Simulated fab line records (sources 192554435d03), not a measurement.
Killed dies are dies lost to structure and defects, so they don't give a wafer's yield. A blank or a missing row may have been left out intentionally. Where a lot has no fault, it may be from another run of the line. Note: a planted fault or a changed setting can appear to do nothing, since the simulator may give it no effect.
Which tool was responsible? ; flow n5 finfet ; 33 wafers from 11 lots sampled at 3 of the route's 1938 steps

== WHAT EACH GAUGE READ, for each wafer ==
N5_HKMG_FIN_OVL_MEAS_50.
lot;measured;on;NDIPOLE_OVL (nm)
L481;day 4 13:37;overlay-01;0.4 0.7 0.7
L486;day 5 21:11;overlay-01;-0.4 -0.1 0.0
L487;day 6 06:14;overlay-02;-0.9 -0.4 0.3
L488;day 6 08:37;overlay-02;-0.6 -1.2 -1.0
L490;day 7 03:30;overlay-01;14.0 14.9 14.9
L491;day 7 07:35;overlay-02;13.6 14.3 14.5
L492;day 7 12:55;overlay-02;13.3 16.0 13.7
L493;day 7 14:52;overlay-02;16.3 14.8 15.9
L496;day 8 08:14;overlay-02;-0.1 -0.5 0.7
L497;day 8 09:56;overlay-01;0.0 0.1 -0.6
L498;day 8 20:23;overlay-01;0.0 0.8 1.1

== WHAT TOOL EACH LOT RAN ON (gives the tool, then ch and the chambers of the sampled wafers, and finally the start) ==
lot;N5_HKMG_FIN_ALD_75;N5_HKMG_FIN_EXPOSE_46
L481;ald hk-02 ch 0,1, day 4 13:15;arfi scanner-02 ch 0, day 4 13:28
L486;ald hk-03 ch 0,1, day 5 20:41;arfi scanner-01 ch 0, day 5 21:02
L487;ald hk-01 ch 0,1,3, day 6 05:44;arfi scanner-03 ch 0, day 6 06:05
L488;ald hk-01 ch 0,2,3, day 6 08:07;arfi scanner-02 ch 0, day 6 08:28
L490;ald hk-03 ch 0,1,3, day 7 03:08;arfi scanner-02 ch 0, day 7 03:21
L491;ald hk-01 ch 0,1,2, day 7 07:13;arfi scanner-02 ch 0, day 7 07:26
L492;ald hk-03 ch 0,1,2, day 7 12:32;arfi scanner-02 ch 0, day 7 12:46
L493;ald hk-03 ch 0,3, day 7 14:30;arfi scanner-02 ch 0, day 7 14:44
L496;ald hk-01 ch 0,1,3, day 8 07:52;arfi scanner-01 ch 0, day 8 08:05
L497;ald hk-02 ch 2,3, day 8 09:26;arfi scanner-03 ch 0, day 8 09:47
L498;ald hk-02 ch 0,1,3, day 8 19:53;arfi scanner-01 ch 0, day 8 20:14
- N5_HKMG_FIN_ALD_75: deposits Al2O3, target thk 1 nm, co reactant pulse time 1 s.
- N5_HKMG_FIN_EXPOSE_46: exposes mask NDIPOLE.

== THE ANSWER, worked out from the rows above alone ==
Rule: the lots themselves supply what counts as usual. The widest of any qualifying gaps counts: lots, ordered by their means at a reading, are off when they make up no more than a third of the lots, leave a main group of 4 or more, and stand apart from it by 3 or more times the standard deviation of that group's means. Not used: any main group whose means are identical at the precision the tables above print for the reading. A lot without any number at a reading at which 4 lots or more have one is off too. The other lots that the step has rows for count as sound.
None of the lots is off at any reading shown; this tells nothing.

== WHAT THE SIMULATOR PUT IN ==
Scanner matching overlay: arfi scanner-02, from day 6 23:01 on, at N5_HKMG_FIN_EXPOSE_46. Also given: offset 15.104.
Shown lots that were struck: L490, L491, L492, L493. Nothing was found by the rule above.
